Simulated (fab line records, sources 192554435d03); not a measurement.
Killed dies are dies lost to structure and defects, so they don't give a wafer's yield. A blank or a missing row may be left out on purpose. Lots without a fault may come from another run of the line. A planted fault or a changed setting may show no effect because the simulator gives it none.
One fault seen from 2 desks | flow n5_finfet | each desk has only its own numbers; what lay behind them comes last

THE METROLOGY DESK
What the gauges read, lot by lot, whatever tool the lot ran on: means of the sampled wafers that have a number. A lot is out of limits, marked OUT, if its mean lies more than 4 standard deviations from the usual mean; the brackets give that distance. Of its 10 readings 7 are shown: those that lie furthest out on some lot.
Columns: A = DIBL_P at N5_BEOL_M4_RC_MEAS_101, usual 36.0 mV/V; B = IOFF_P at N5_BEOL_M4_RC_MEAS_101, usual 0.21 nA/um; C = ION_N at N5_BEOL_M4_RC_MEAS_101, usual 678 uA/um; D = ION_P at N5_BEOL_M4_RC_MEAS_101, usual 464 uA/um; E = SS_N at N5_BEOL_M4_RC_MEAS_101, usual 71.5 mV/dec; F = SS_P at N5_BEOL_M4_RC_MEAS_101, usual 73.2 mV/dec; G = VT_N at N5_BEOL_M4_RC_MEAS_101, usual 249 mV
lot  | first seen here | A    | B    | C   | D   | E    | F    | G
L115 | day 8 07:13     | 35.9 | 0.22 | 691 | 472 | 71.7 | 73.3 | 246
L131 | day 12 01:07    | 36.9 | 0.20 | 675 | 462 | 71.7 | 73.9 | 251
L132 | day 12 08:28    | 33.5 | 0.17 | 666 | 455 | 70.6 | 73.0 | 251
L133 | day 12 17:25    | 37.0 | 0.21 | 669 | 465 | 71.5 | 73.6 | 251
This desk's finding: nothing out of limits on any of the 4 lots.

THE TOOL OWNER'S DESK: litho_track-01
The tool's own readings at N5_BEOL_M0_SAQP_COAT_72 (time 60 s, resist thk 15 nm): means of the sampled wafers that have a number, for each lot that ran on this tool. A lot is out of limits, marked OUT, if its mean lies more than 4 standard deviations from the usual mean; the brackets give that distance.
Columns: A = spin_speed_rpm at N5_BEOL_M0_SAQP_COAT_72, usual 1500.0 rpm
lot  | first seen here | A
L115 | day 6 03:46     | 1499.7
L131 | day 9 19:58     | 1345.2 (-99 or more) OUT
L132 | day 10 03:20    | 1344.2 (-99 or more) OUT
This desk's finding: out of limits on L131, L132; first on L131, day 9 19:58 (spin_speed_rpm at N5_BEOL_M0_SAQP_COAT_72). In limits: L115.

PUT TOGETHER
The tool owner's desk could have raised an alarm at day 9 19:58, on L131, L132.
The metrology desk saw nothing out of limits.
The metrology desk has L131, L132 on record, within its limits.
Of the lots named, all ran N5_BEOL_M0_SAQP_COAT_72 on litho_track-01.

WHAT THE SIMULATOR HAD PUT IN
Process parameter drift: litho_track-01, from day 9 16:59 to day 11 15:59, at N5_BEOL_M0_SAQP_COAT_72. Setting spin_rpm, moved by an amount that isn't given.
Lots struck among those shown: L131, L132.
Hours from the fault's start to each desk's first reading out of limits: the tool owner's desk, 3.
